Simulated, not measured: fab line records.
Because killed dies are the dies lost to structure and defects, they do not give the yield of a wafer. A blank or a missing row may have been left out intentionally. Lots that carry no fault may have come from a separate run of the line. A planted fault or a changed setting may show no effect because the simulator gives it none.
A lot that was struck, set against a sound lot ; flow n5-finfet ; 42 out of 1938 route steps
Sound: these wafers, L783.1, L783.3, L783.4. Struck: wafer L799.4. (L799.1 of the same lot was not struck and is left out.) The cause comes at the end.
Order at every step that has rows: each side's tool, ch and its chambers, its first start. Under that, the readings that differ: sound wafers ; struck wafers ; difference of the means ; sigmas: that difference in standard deviations of wafers without a fault.
alike: a reading whose means differ by less than 2 such deviations, as well as words and numbers matching on both sides. not compared: withheld readings; readings where some wafer has no value; bounds like >300 that might hide an equal value; numbers whose values overlap and for which the record gives no deviation.
Wherever a step has rows on one side only, a row that says differs or no value, or a row with sigmas, the two part there. Numbers that have no deviation but don't overlap get no sigmas and don't part them. A reading missing from all wafers of one side parts the sides only when that side holds two or more wafers.

first, 12 steps without rows for these wafers: N5_SD_EPI_N_STRIP_36 (strips in N2/H2); N5_SD_EPI_N_ETCHBACK_44 (etches SiNx in CH3F/O2, stops on SiO2, target depth 14.5 nm); N5_SD_EPI_N_ETCH_45 (etches SiOCN in CH3F/O2, target depth 6 nm); N5_SD_EPI_N_ETCH_16 (etches SiO2 in CHF3/O2, target depth 5 nm); N5_SD_EPI_N_STRIP_47 (strips in CHF3/O2); N5_SD_EPI_N_SD_RECESS_17 (chemistry HBr/Cl2/O2, target depth 41 nm, time 23.7 s, bt time 3 s); N5_SD_EPI_N_STRIP_38 (strips in N2/H2); N5_SD_EPI_N_WET_ETCH_43 (etches SiO2 in dHF, time 14 s, target depth 1.5 nm); N5_SD_EPI_N_STRIP_18 (strips in SPM, time 750 s); N5_SD_EPI_N_SRD_20 (time 30 s); N5_SD_EPI_N_PRECLEAN_48 (cleans in NF3:NH3, afs cycles 2, time 20 s, sublimation time 60 s); N5_SD_EPI_N_VAPOR_ETCH_50 (etches Si in HCl, time 54 s).
N5_SD_EPI_N_EPI_21: deposits Si:P, time 690 s.
  sound on epi-rpcvd-01 ch 0, day 3 13:23; struck on epi-rpcvd-01 ch 0, day 7 14:59
reading;sound;struck;difference;sigmas
epi-growth-time-s (s);690 690 690;806.06;+116.06;
model.Si-P_of_SD_EPI_N_EPI_21.thk-nm (nm);59.4 60 59.6;65.4;+5.7;
  alike: chamber-pressure-Torr
N5_SD_EPI_N_EPI_MEAS_23:
  struck on film-metro-01, day 7 16:08; sound on film-metro-01, day 3 15:05
reading;sound;struck;difference;sigmas
thk-nm (nm);59.9 60.5 59.2;66.1;+6.2;+5
then, 24 steps without rows for these wafers: N5_SD_EPI_N_PRECLEAN_24 (cleans in O3/DIW, time 60 s); N5_SD_EPI_N_SRD_25 (time 30 s); N5_SD_EPI_N_PRECLEAN_49 (cleans in NF3:NH3, afs cycles 1, time 20 s, sublimation time 60 s); N5_SD_EPI_N_LINER_46 (material SiNx, target thk 3 nm); N5_SD_EPI_P_COAT_34 (time 60 s, resist thk 350 nm); N5_SD_EPI_P_COAT_35 (time 60 s, resist thk 35 nm); N5_SD_EPI_P_COAT_03 (resist thk 150 nm); N5_SD_EPI_P_EBR_05; N5_SD_EPI_P_SOFTBAKE_04 (time 60 s); N5_SD_EPI_P_EXPOSE_06 (exposes mask SD P BLK, target cd 240 nm); N5_SD_EPI_P_PEB_07 (peb time 60 s); N5_SD_EPI_P_DEVELOP_08 (develop time 30 s); N5_SD_EPI_P_DESCUM_14 (chemistry O2, time 7.9 s); N5_SD_EPI_P_ETCH_36 (etches SiARC in CF4, target depth 45.5 nm, time 75.8 s); N5_SD_EPI_P_ETCH_37 (etches SOC in N2/H2, overetch 108 nm, time 486 s); N5_SD_EPI_P_STRIP_38 (strips in N2/H2); N5_SD_EPI_P_ETCHBACK_46 (etches SiNx in CH3F/O2, stops on SiO2, target depth 17.5 nm); N5_SD_EPI_P_ETCH_47 (etches SiOCN in CH3F/O2, target depth 25 nm); N5_SD_EPI_P_ETCH_16 (etches SiO2 in CHF3/O2, target depth 5 nm); N5_SD_EPI_P_STRIP_50 (strips in CHF3/O2); N5_SD_EPI_P_SD_RECESS_17 (chemistry HBr/Cl2/O2, target depth 39.1 nm, bt time 3 s); N5_SD_EPI_P_WET_ETCH_45 (etches SiO2 in dHF, time 10.7 s, target depth 2 nm, rinse time 30 s); N5_SD_EPI_P_STRIP_40 (strips in N2/H2); N5_SD_EPI_P_PRECLEAN_52 (cleans in O3/DIW, time 60 s).
N5_SD_ACTIVATION_RS_MEAS_03: measures by four-point-probe.
  struck on film-metro-01, day 7 21:28; sound on film-metro-01, day 3 20:36
reading;sound;struck;difference;sigmas
RS_SD_N (ohm/sq);21.81 21.34 21.44;19.90;-1.63;-6
  alike: RS_SD_P
N5_MOL_CONTACT_COAG_ETCH_15: etches SiNx in CH3F/O2, stops on Si:P, target depth 7 nm.
  sound on rie-diel-04 ch 1,2,3, day 5 06:29; struck on rie-diel-04 ch 3, day 9 03:17
reading;sound;struck;difference;sigmas
rf-hours-counter-h (h);70 216 11;250;+151;
model.Si-P_of_SD_EPI_N_EPI_21.thk-nm (nm);58.4 59.2 58.8;64.4;+5.6;
  alike: CH3F_flow_sccm, drypump-motor-current-A, oes_f_703_au, oes-product-au, rf-vpp-V, showerhead-plenum-p-Torr, throttle-valve-pct
-- a jump in the record: the struck wafers' starts before and after are 7 days apart (it breaks off in module MOL_CONTACT_COAG and resumes in module BEOL_M4, where the first step shown is number 1111 of the route) --
N5_BEOL_M4_RC_MEAS_101:
  sound on prober-02 ch 0, day 12 00:55; struck on prober-01 ch 0, day 16 00:03
reading;sound;struck;difference;sigmas
RS_SD_N (ohm/sq);28.4 28.2 28.1;25.5;-2.7;-9
  alike: DIBL_N, DIBL_P, IOFF_N, IOFF_P, ION_N, ION_P, SS_N, SS_P, VT_N, VT_P
N5_PASSIVATION_PROBE_49:
  the record has rows for the sound wafers here (prober-02, day 16 17:26) and none for the struck ones

## WHERE THEY PART
At N5_SD_EPI_N_EPI_MEAS_23 first; at N5_PASSIVATION_PROBE_49 last (within this record only).

WHY: the cause the simulator had injected
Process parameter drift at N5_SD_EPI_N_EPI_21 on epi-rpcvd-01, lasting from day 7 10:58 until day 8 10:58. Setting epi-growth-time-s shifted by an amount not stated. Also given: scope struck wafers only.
